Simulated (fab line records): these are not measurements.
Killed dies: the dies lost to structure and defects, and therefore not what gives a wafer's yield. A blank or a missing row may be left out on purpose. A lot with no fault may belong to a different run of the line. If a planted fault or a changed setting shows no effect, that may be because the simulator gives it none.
Which tool is to blame? ; flow nandHarc ; 14 lots, 42 wafers sampled, at 5 steps of a route of 1159

== WHAT EACH GAUGE READ, for each wafer ==
NHARC_A_SOURCE_PLATE_THK_MEAS_06: measures by ellipsometry. Usual: thkNm at 200.3 nm, with a standard deviation of 2.1.
lot;measured;on;thkNm (nm);flag
L925;day 8 17:13;filmMetro-01;197.0 198.8 197.7;
L928;day 9 05:22;filmMetro-02;202.8 203.7 201.0;
L927;day 9 05:22;filmMetro-01;199.2 198.7 199.3;
L926;day 9 11:14;filmMetro-02;201.4 199.5 199.9;
L929;day 9 11:14;filmMetro-01;200.5 197.7 195.6;
L930;day 9 14:37;filmMetro-02;197.5 198.9 201.1;
L935;day 10 12:56;filmMetro-02;199.1 198.9 195.1;
L933;day 10 12:55;filmMetro-01;202.4 202.4 200.3;
L936;day 11 08:12;filmMetro-01;201.4 202.1 199.5;
L937;day 11 14:44;filmMetro-02;196.2 196.6 196.6;
L938;day 11 14:43;filmMetro-01;201.7 198.3 200.8;
L942;day 12 11:37;filmMetro-01;199.8 200.4 200.4;
L941;day 12 11:37;filmMetro-02;205.4 200.4 200.9;
L944;day 13 08:16;filmMetro-02;200.1 197.8 200.9;

NHARC_A_ONON_D1_THK_MEAS_21: measures by ellipsometry. Usual: thkNm at 1000 nm, with a standard deviation of 9.6.
lot;measured;on;thkNm (nm);flag
L925;day 9 04:38;filmMetro-01;990 992 990;
L928;day 9 17:06;filmMetro-02;1008 1005 1006;
L927;day 9 16:58;filmMetro-01;1003 1003 1004;
L926;day 9 23:34;filmMetro-01;992 991 990;
L929;day 9 23:26;filmMetro-01;992 992 992;
L930;day 9 23:47;filmMetro-02;993 992 995;
L935;day 10 23:32;filmMetro-02;1002 1000 1000;
L933;day 10 23:31;filmMetro-01;1003 1008 1007;
L936;day 11 21:40;filmMetro-02;1001 1000 1000;
L937;day 12 01:19;filmMetro-02;1016 1017 1018;
L938;day 12 01:18;filmMetro-01;1017 1019 1020;
L942;day 12 22:16;filmMetro-01;904 903 905;OFF
L941;day 12 22:14;filmMetro-02;1002 1003 1001;
L944;day 13 18:49;filmMetro-02;901 903 902;OFF

== WHICH TOOL RAN EACH LOT (tool, then ch and the chambers of the sampled wafers, then the start) ==
lot;NHARC_A_ZERO_WELL_DESCUM_12;NHARC_A_ZERO_WELL_ETCH_19;NHARC_A_ONON_D1_DEP_19
L925;rieDiel-06 ch 0,3, day 7 19:22;rieDiel-06 ch 0,3, day 7 19:28;pecvdOnon-03 ch 0, day 9 04:11
L928;rieDiel-06 ch 1, day 8 06:36;rieDiel-06 ch 3, day 8 06:44;pecvdOnon-04 ch 0, day 9 16:35
L927;rieDiel-05 ch 0,2,3, day 8 07:32;rieDiel-05 ch 0,2,3, day 8 07:37;pecvdOnon-02 ch 0, day 9 16:28
L926;rieDiel-03 ch 0,2,3, day 8 12:45;rieDiel-03 ch 0,2, day 8 12:50;pecvdOnon-02 ch 0, day 9 23:04
L929;rieDiel-03 ch 1,2,3, day 8 13:36;rieDiel-03 ch 0,1, day 8 13:41;pecvdOnon-04 ch 0, day 9 22:59
L930;rieDiel-06 ch 1,3, day 8 16:35;rieDiel-06 ch 0,1, day 8 16:40;pecvdOnon-03 ch 0, day 9 23:16
L935;rieDiel-05 ch 1,2,3, day 9 15:19;rieDiel-05 ch 0,3, day 9 15:23;pecvdOnon-02 ch 0, day 10 23:01
L933;rieDiel-06 ch 0,2,3, day 9 17:11;rieDiel-06 ch 0,1,2, day 9 17:16;pecvdOnon-03 ch 0, day 10 23:00
L936;rieDiel-06 ch 0,1, day 10 10:19;rieDiel-06 ch 1,2, day 10 10:24;pecvdOnon-04 ch 0, day 11 21:13
L937;rieDiel-06 ch 1,2, day 10 16:08;rieDiel-06 ch 0,2,3, day 10 16:12;pecvdOnon-02 ch 0, day 12 00:51
L938;rieDiel-06 ch 0,1,2, day 10 18:10;rieDiel-06 ch 0,1,2, day 10 18:15;pecvdOnon-04 ch 0, day 12 00:47
L942;rieDiel-05 ch 0,1,3, day 11 13:07;rieDiel-05 ch 0,1,2, day 11 13:13;pecvdOnon-04 ch 0, day 12 21:48
L941;rieDiel-06 ch 0,1,3, day 11 14:38;rieDiel-06 ch 0,3, day 11 14:43;pecvdOnon-02 ch 0, day 12 21:44
L944;rieDiel-03 ch 0,1, day 12 10:42;rieDiel-03 ch 1,2, day 12 10:47;pecvdOnon-04 ch 0, day 13 18:22
- NHARC_A_ZERO_WELL_DESCUM_12: chemistry O2, time 3 s.
- NHARC_A_ZERO_WELL_ETCH_19: etches the open film in N2/H2, target depth 80 nm, overetch 24 nm, time 87.88 s.
- NHARC_A_ONON_D1_DEP_19: target thk 1000 nm.

== WHAT THE TOOLS THEMSELVES READ (means of the sampled wafers that have a number; where no wafer has one, the mark that the record gives instead) ==
NHARC_A_ZERO_WELL_DESCUM_12. Usual: drypumpMotorCurrentA 5.8 A, standard deviation 0.38; oesProductAu 1.002 a.u., standard deviation 0.011; rfVppV 58.0 V, standard deviation 0.93; showerheadPlenumPTorr 1.95 Torr, standard deviation 0.079; throttleValvePct 11.312 %, standard deviation 0.009.
lot;tool;drypumpMotorCurrentA (A);oesProductAu (a.u.);rfVppV (V);showerheadPlenumPTorr (Torr);throttleValvePct (%);flag
L925;rieDiel-06;6.2;1.005;58.5;1.98;11.318;
L928;rieDiel-06;5.9;1.009;56.8;1.80;11.308;
L927;rieDiel-05;5.6;1.005;57.6;1.96;11.311;
L926;rieDiel-03;5.7;1.004;58.5;1.96;11.312;
L929;rieDiel-03;5.5;1.008;57.3;2.02;11.309;
L930;rieDiel-06;5.8;1.009;57.9;1.87;11.311;
L935;rieDiel-05;5.6;0.998;57.9;1.98;11.308;
L933;rieDiel-06;5.9;0.996;57.9;1.95;11.310;
L936;rieDiel-06;6.3;1.006;58.2;1.91;11.306;
L937;rieDiel-06;5.9;1.004;57.3;1.82;11.310;
L938;rieDiel-06;6.0;0.996;56.9;1.88;11.312;
L942;rieDiel-05;5.7;0.995;57.9;1.96;11.314;
L941;rieDiel-06;6.0;0.999;57.7;1.93;11.321;
L944;rieDiel-03;5.8;1.015;58.0;1.92;11.315;

NHARC_A_ZERO_WELL_ETCH_19. Usual: drypumpMotorCurrentA 5.8 A, standard deviation 0.36; oesProductAu 1.002 a.u., standard deviation 0.011; rfFwdPowerW 396.5 W, standard deviation 1.5; rfVppV 431.4 V, standard deviation 2.6; showerheadPlenumPTorr 2.08 Torr, standard deviation 0.086; throttleValvePct 14.170 %, standard deviation 0.0089.
lot;tool;drypumpMotorCurrentA (A);oesProductAu (a.u.);rfFwdPowerW (W);rfVppV (V);showerheadPlenumPTorr (Torr);throttleValvePct (%);flag
L925;rieDiel-06;5.9;1.005;395.0;432.8;2.13;14.173;
L928;rieDiel-06;5.6;0.997;396.0;433.3;2.15;14.174;
L927;rieDiel-05;5.6;1.005;395.2;432.2;2.09;14.176;
L926;rieDiel-03;5.8;1.014;396.5;429.9;2.02;14.166;
L929;rieDiel-03;5.8;1.014;396.6;430.5;2.05;14.169;
L930;rieDiel-06;6.3;1.007;396.2;430.0;2.03;14.168;
L935;rieDiel-05;5.7;1.003;395.9;430.8;2.07;14.164;
L933;rieDiel-06;6.0;0.991;397.2;430.4;2.00;14.172;
L936;rieDiel-06;5.8;0.997;397.1;428.1;1.94;14.170;
L937;rieDiel-06;6.0;0.999;395.6;431.7;2.08;14.173;
L938;rieDiel-06;6.0;0.989;396.7;428.6;2.00;14.163;
L942;rieDiel-05;5.4;0.991;396.1;432.9;2.12;14.176;
L941;rieDiel-06;6.2;0.997;398.1;432.6;2.11;14.169;
L944;rieDiel-03;5.4;1.001;396.8;432.7;2.14;14.177;

== THE ANSWER, worked out from the rows above alone ==
Rule: a lot is off if the mean of its wafers that have a number lies more than 3 standard deviations from the usual mean. A lot without any number at a reading at which 4 lots or more have one is off too. Any other lot the step has rows for is counted as sound. Order of review: gauges by route order, followed by the tools' own readings, for which a lot's mean as printed above is used. The first step at which some lot is off is used, and at that step the reading that is off furthest; a lot without a number counts as furthest.
Off: L942, L944, at NHARC_A_ONON_D1_THK_MEAS_21 (thkNm).
A tool fits if, at a process step before that reading, it ran every lot that is off, and no sound lot after the first of them. The gauges at NHARC_A_ONON_D1_THK_MEAS_21 are tried like those tools. One candidate fits, namely pecvdOnon-04 at NHARC_A_ONON_D1_DEP_19. A fault onset in the window from L938 (day 12 00:47, its last sound lot) to L942 (day 12 21:48, its first lot off) fits.

== WHAT THE SIMULATOR PUT IN ==
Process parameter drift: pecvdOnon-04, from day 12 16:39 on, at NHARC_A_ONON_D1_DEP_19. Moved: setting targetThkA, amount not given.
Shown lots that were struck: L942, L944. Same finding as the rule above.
